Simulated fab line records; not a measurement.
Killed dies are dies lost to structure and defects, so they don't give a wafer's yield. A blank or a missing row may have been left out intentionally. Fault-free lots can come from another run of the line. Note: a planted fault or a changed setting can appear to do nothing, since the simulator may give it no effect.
Struck lot and sound lot, side by side | flow nand harc | 13 steps out of a route of 1159
Sound: the wafers L466.2, L466.3, L466.6. Struck: wafers L475.3, L475.5, L475.6. At the end, the cause is stated.
Order at every step that has rows: each side's tool, ch and its chambers, its first start. Under that, the readings that differ: sound wafers | struck wafers | difference of the means | sigmas: that difference in standard deviations of wafers without a fault.
alike: words and numbers the same on both sides, and readings whose means are apart by under 2 such deviations; not compared: readings that were withheld, readings missing a value for some wafer, numbers with overlapping values and no deviation given by the record, and bounds like >300 which may hide the same value.
Wherever a step has rows on one side only, a row that says differs or no value, or a row with sigmas, the two part there. Non-overlapping numbers with no deviation appear without sigmas and do not part them. Lack of a reading on every wafer of one side parts them only where that side has two or more wafers.

first, 4 steps without rows for these wafers: NHARC_A_STAIRCASE_PEB_182 (peb time 130 s); NHARC_A_STAIRCASE_DEVELOP_183 (time 140 s); NHARC_A_STAIRCASE_HARDBAKE_185 (time 140 s); NHARC_A_STAIRCASE_DESCUM_186 (chemistry O2, time 3 s).
NHARC_A_STAIRCASE_TRIM_187: chemistry O2, time 211.2 s.
  sound on rie diel-11 ch 0,3, day 11 17:56; struck on rie diel-09 ch 0,2,3, day 14 05:44
  reading                     | sound       | struck      | difference | sigmas
  drypump motor current A (A) | 6.6 6.0 6.5 | 4.9 5.1 5.5 | -1.2       | -2
  alike: oes product au, rf vpp V, showerhead plenum p Torr, throttle valve pct
  not compared: rf hours counter h
then, 1 step without rows for these wafers: NHARC_A_STAIRCASE_ETCH_188 (etches the open film in C4F8/O2, target depth 100 nm, time 40.5 s).
NHARC_A_STAIRCASE_TRIM_189: chemistry O2, time 211.2 s.
  sound on rie diel-11 ch 0,2; struck on rie diel-09 ch 0,2,3
  alike: drypump motor current A, oes product au, rf vpp V, showerhead plenum p Torr, throttle valve pct
  not compared: rf hours counter h
NHARC_A_STAIRCASE_ETCH_190: etches the open film in C4F8/O2, target depth 100 nm, time 40.5 s.
  sound on rie diel-11 ch 0,2; struck on rie diel-09 ch 1,2
  alike: oes product au, rf vpp V, run length s
  not compared: rf hours counter h
then, 1 step without rows for these wafers: NHARC_A_STAIRCASE_TRIM_191 (chemistry O2, time 211.2 s).
NHARC_A_STAIRCASE_ETCH_192: etches the open film in C4F8/O2, target depth 100 nm, time 40.5 s.
  sound on rie diel-11 ch 2,3; struck on rie diel-09 ch 2,3
  alike: oes product au, rf vpp V, run length s
  not compared: rf hours counter h
NHARC_A_STAIRCASE_TRIM_193: chemistry O2, time 211.2 s.
  sound on rie diel-11 ch 0,2,3; struck on rie diel-09 ch 0,3
  alike: drypump motor current A, oes product au, rf vpp V, showerhead plenum p Torr, throttle valve pct
  not compared: rf hours counter h
NHARC_A_STAIRCASE_ETCH_194: etches the open film in C4F8/O2, target depth 100 nm, time 40.5 s.
  sound on rie diel-11 ch 0,3, day 11 19:17; struck on rie diel-09 ch 1,2,3, day 14 06:34
  reading          | sound          | struck         | difference | sigmas
  run length s (s) | 62.1 62.4 62.3 | 73.2 72.9 73.3 | +10.9      | +25
  alike: oes product au, rf vpp V
  not compared: rf hours counter h
-- record jumps: 8 days between struck wafers' starts before vs after; left off in module A_STAIRCASE, resumes in module END, first step shown is number 1159 of the route --
NHARC_END_SORT_01:
  sound on prober-01 ch 0, day 20 10:43; struck on prober-02 ch 0, day 22 00:26
  reading         | sound    | struck      | difference | sigmas
  killed at array | 24 28 23 | 670 660 658 | +638       | +64
  killed dies     | 27 35 26 | 672 662 660 | +635       | +65
  alike: killed at other, killed at periphery, killed open, killed short

== WHERE THEY PART ==
At NHARC_A_STAIRCASE_TRIM_187 first; at NHARC_END_SORT_01 last (within this record only).

WHY: what had been put in by the simulator
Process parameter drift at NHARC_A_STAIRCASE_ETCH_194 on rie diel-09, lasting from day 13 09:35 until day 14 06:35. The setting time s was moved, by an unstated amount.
